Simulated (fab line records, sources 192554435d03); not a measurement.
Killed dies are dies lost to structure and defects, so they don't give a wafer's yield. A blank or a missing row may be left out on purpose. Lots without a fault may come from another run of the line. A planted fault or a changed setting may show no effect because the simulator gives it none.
Split-lot experiment | flow n5_finfet | 7 lots, 21 wafers read, on a route of 1938 steps

THE SPLIT
At N5_WELL_APT_COAT_02 (resist thk 950 nm), the setting spin_rpm was moved away from the recipe's 1357 rpm on 5 of the 21 wafers read, by -8.3% to +10.9%. The other wafers ran this setting at the recipe's value.

The reading is taken at the split's own step.

THE READING
coat_of_WELL_APT_COAT_02.thk_nm (the simulator's own value, which no gauge read), in nm, at N5_WELL_APT_COAT_02 (resist thk 950 nm). The file gives no usual value for it. The 16 wafers here that ran the recipe average 948.7 nm, standard deviation 2.3 nm.

wafer  | tool, chamber at the split | spin_rpm as run, rpm | against the recipe | coat_of_WELL_APT_COAT_02.thk_nm, nm | against lot-mates on the recipe
L074.2 | litho_track-03, 0          | 1357                 | recipe             | 947.6                               | -
L074.3 | litho_track-03, 0          | 1357                 | recipe             | 948.2                               | -
L074.4 | litho_track-03, 0          | 1245                 | -8.3%              | 993.6                               | +45.7
L080.2 | litho_track-04, 0          | 1357                 | recipe             | 949.3                               | -
L080.3 | litho_track-04, 0          | 1357                 | recipe             | 950.4                               | -
L080.6 | litho_track-04, 0          | 1357                 | recipe             | 948                                 | -
L082.4 | litho_track-03, 0          | 1252                 | -7.7%              | 989.7                               | +41.3
L082.5 | litho_track-03, 0          | 1252                 | -7.7%              | 992.3                               | +43.9
L082.6 | litho_track-03, 0          | 1357                 | recipe             | 948.4                               | -
L086.1 | litho_track-03, 0          | 1357                 | recipe             | 947.6                               | -
L086.4 | litho_track-03, 0          | 1357                 | recipe             | 947.4                               | -
L086.5 | litho_track-03, 0          | 1357                 | recipe             | 944.4                               | -
L089.1 | litho_track-03, 0          | 1357                 | recipe             | 947.7                               | -
L089.4 | litho_track-03, 0          | 1357                 | recipe             | 948.1                               | -
L089.6 | litho_track-03, 0          | 1357                 | recipe             | 948                                 | -
L091.1 | litho_track-01, 0          | 1505                 | +10.9%             | 904.1                               | -49.6
L091.4 | litho_track-01, 0          | 1357                 | recipe             | 953.7                               | -
L091.6 | litho_track-01, 0          | 1357                 | recipe             | 953.7                               | -
L093.3 | litho_track-03, 0          | 1288                 | -5.1%              | 971.2                               | +23.1
L093.4 | litho_track-03, 0          | 1357                 | recipe             | 949.8                               | -
L093.6 | litho_track-03, 0          | 1357                 | recipe             | 946.5                               | -

THE FIT
A straight line over all 21 wafers: coat_of_WELL_APT_COAT_02.thk_nm changes by -4.84 nm for each +1% of spin_rpm; r = -0.99; the points scatter about the line by 3.3 nm.
The same after taking each lot's own level away (the mean of its wafers on the recipe; 21 wafers): -5.06 nm for each +1%; r = -0.99; scatter 2.1 nm.
On that fit, the largest move of spin_rpm shifts the reading by 55 nm.
The lots' own levels span 946.47 to 953.70 nm, that is 3.1 times the standard deviation above.
So the lot-to-lot level changes the slope little: the two slopes agree.
Check: with one of the wafers moved furthest among these (+10.9%) left out of the fit, the line predicts -59.1 nm for it against its lot-mates. It came out at -49.6 nm against them.

OTHER SPLITS ON THESE WAFERS
These wafers also went through other splits before the reading. Each is held against what the fit with the lots' levels taken away leaves over:
other split on the same wafers          | wafers away from the commonest value | r with coat_of_WELL_APT_COAT_02.thk_nm (lot level and that fit taken away)
N5_ZERO_LAYER_EXPOSE_08 dose_mj         | 10                                   | -0.20
N5_ZERO_LAYER_DEVELOP_10 develop_time_s | 10                                   | +0.32

THE FILE'S OWN FIT
coat_of_WELL_APT_COAT_02.thk_nm changes by -5.01 nm for each +1% of spin_rpm, r = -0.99.
